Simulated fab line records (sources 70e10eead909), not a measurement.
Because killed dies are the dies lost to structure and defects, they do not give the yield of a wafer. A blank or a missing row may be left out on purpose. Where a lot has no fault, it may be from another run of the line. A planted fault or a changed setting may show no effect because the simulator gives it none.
Struck lot and sound lot, side by side | flow nand harc | 41 steps out of a route of 1302
Sound: these wafers, L553.1, L553.5, L553.6. Wafers struck: L561.2, L561.3, L561.4. At the end, the cause is stated.
Order at every step that has rows: each side's tool, ch and its chambers, its first start. Under that, the readings that differ: sound wafers | struck wafers | difference of the means | sigmas: that difference in standard deviations of wafers without a fault.
alike: readings with means less than 2 such deviations apart, plus words and numbers identical on both sides. not compared: withheld readings, readings lacking a value on some wafer, bounds such as >300 that could conceal the same value, and numbers that have no deviation in the record and whose values overlap.
A row with sigmas, a row that says differs or no value, or rows on one side alone: a step with any of these is where the two part. Numbers that don't overlap but have no deviation are shown without sigmas and don't part them. A reading that every wafer of one side lacks parts them only if that side has two wafers or more.

first, 1 step without rows for these wafers: NHARC_THIN_TSV_HARDBAKE_13 (time 80 s).
NHARC_THIN_TSV_DESCUM_14: chemistry O2, time 3 s.
  sound on rie diel-02 ch 0,1,3, day 25 12:32; struck on rie diel-11 ch 0,2,3, day 29 22:10
  alike: drypump motor current A, oes product au, rf vpp V, showerhead plenum p Torr, throttle valve pct
  not compared: rf hours counter h
then, 2 steps without rows for these wafers: NHARC_THIN_TSV_ETCH_44 (etches the open film in CF4/O2, target depth 1594.2 nm, time 797.1 s); NHARC_THIN_TSV_ETCH_15 (target depth 3000 nm, bosch target overetch cycles 2, bosch etch step 2.8 s).
NHARC_THIN_TSV_CD_MEAS_16:
  sound on cd sem-03, day 25 13:19; struck on cd sem-03, day 29 22:58
  alike: cd nm
then, 2 steps without rows for these wafers: NHARC_THIN_TSV_STRIP_45 (strips in O2); NHARC_THIN_TSV_STRIP_46 (strips in post etch residue remover, time 1200 s).
NHARC_THIN_TSV_DEP_47: deposits SiO2, target thk 200 nm.
  sound on pecvd-01 ch 0,1,2, day 25 14:14; struck on pecvd-01 ch 0,1, day 29 23:58
  alike: chamber pressure Torr, throttle valve pct
then, 3 steps without rows for these wafers: NHARC_THIN_TSV_ETCHBACK_48 (etches the open film in C4F8/Ar, target depth 1028.5 nm, time 405.17 s); NHARC_THIN_TSV_STRIP_62 (strips in N2/H2, time 20 s); NHARC_THIN_TSV_DEGAS_49 (time 120 s).
NHARC_THIN_TSV_PRE_CLEAN_50: time 30 s.
  sound on pvd sputter-02; struck on pvd sputter-02
  alike: heater power w
NHARC_THIN_TSV_PVD_19: deposits TaN, target thk 20 nm.
  sound on pvd sputter-02, day 25 15:16; struck on pvd sputter-02, day 30 01:00
  alike: throttle valve pct
NHARC_THIN_TSV_PVD_51: deposits Cu, target thk 100 nm.
  sound on pvd sputter-02; struck on pvd sputter-02
  alike: throttle valve pct
then, 16 steps without rows for these wafers: NHARC_THIN_TSV_ECD_20 (material Cu, target thk 2000 nm); NHARC_THIN_TSV_ANNEAL_52 (time 90 s); NHARC_THIN_TSV_CMP_21 (polishes, t overpolish 30 s, target thk 2000 nm); NHARC_THIN_TSV_SRD_23; NHARC_THIN_TSV_DEGAS_53 (time 60 s); NHARC_THIN_TSV_PRE_CLEAN_54 (time 30 s); NHARC_THIN_TSV_PVD_55 (deposits TiN, target thk 50 nm); NHARC_THIN_TSV_PVD_24 (deposits Al, target thk 800 nm); NHARC_THIN_TSV_DEHYDRATE_25 (time 120 s); NHARC_THIN_TSV_HMDS_26 (time 30 s); NHARC_THIN_TSV_COAT_27; NHARC_THIN_TSV_SOFTBAKE_28 (time 95 s); NHARC_THIN_TSV_EBR_29; NHARC_THIN_TSV_EXPOSE_30 (exposes mask PAD); NHARC_THIN_TSV_PEB_31 (peb time 85 s); NHARC_THIN_TSV_DEVELOP_32 (time 70 s).
NHARC_THIN_TSV_CD_MEAS_33: the cd target is 5000 nm.
  sound on cd sem-02 ch 0, day 25 18:14; struck on cd sem-03 ch 0, day 30 04:00
  alike: cd nm
then, 3 steps without rows for these wafers: NHARC_THIN_TSV_HARDBAKE_34 (time 80 s); NHARC_THIN_TSV_DESCUM_35 (chemistry O2, time 3 s); NHARC_THIN_TSV_ETCH_59 (etches the open film in Cl2/BCl3, target depth 880 nm, time 138.1 s).
NHARC_THIN_TSV_ETCH_36: etches the open film in Cl2/BCl3, target depth 65 nm, time 18.571 s.
  sound on rie metal-01 ch 0,1, day 25 18:47; struck on rie metal-01 ch 0,1, day 30 04:33
  alike: drypump motor current A, oes product au
  not compared: rf hours counter h
then, 2 steps without rows for these wafers: NHARC_THIN_TSV_STRIP_56 (strips in O2); NHARC_THIN_TSV_STRIP_57 (strips in post etch residue remover, time 1200 s).
NHARC_THIN_TSV_CD_MEAS_37:
  sound on cd sem-02, day 25 19:41; struck on cd sem-03, day 30 05:26
  alike: cd nm
then, 1 step without rows for these wafers: NHARC_THIN_TSV_ANNEAL_58 (time 1800 s).
NHARC_END_WLT_00:
  sound on prober-01, day 26 00:15; struck on prober-01, day 30 15:49
  alike: VT_DECK1_BOTTOM, VT_DECK1_BOTTOM_INNER, VT_DECK1_MEDIAN_NEAR_BOTTOM, VT_DECK1_MEDIAN_NEAR_BOTTOM_INNER, VT_DECK1_MIDDLE, VT_DECK1_MIDDLE_INNER, VT_DECK1_TOP, VT_DECK1_TOP_INNER, VT_DECK2_BOTTOM, VT_DECK2_BOTTOM_INNER, VT_DECK2_MEDIAN_NEAR_BOTTOM, VT_DECK2_MEDIAN_NEAR_BOTTOM_INNER, VT_DECK2_MIDDLE, VT_DECK2_MIDDLE_INNER, VT_DECK2_TOP, VT_DECK2_TOP_INNER
  not compared: hold
NHARC_END_SORT_01:
  sound on prober-01 ch 0, day 26 03:16; struck on prober-02 ch 0, day 31 03:07
  reading                  | sound          | struck                                                                     | difference                   | sigmas
  hold                     | - - -          | await dispo/4.0h/release await dispo/4.0h/release await dispo/4.0h/release | no value on the sound wafers |
  defect limited yield (%) | 90.0 90.8 88.6 | 81.7 81.1 84.2                                                             | -7.5                         | -3
  killed at other          | 3 1 3          | 50 82 41                                                                   | +55                          | +40
  killed dies              | 68 62 77       | 124 128 107                                                                | +51                          | +3
  alike: killed at array, killed at periphery, killed open, killed short

== WHERE THEY PART ==
Only at NHARC_END_SORT_01, as far as this record shows.

WHY: what had been put in by the simulator
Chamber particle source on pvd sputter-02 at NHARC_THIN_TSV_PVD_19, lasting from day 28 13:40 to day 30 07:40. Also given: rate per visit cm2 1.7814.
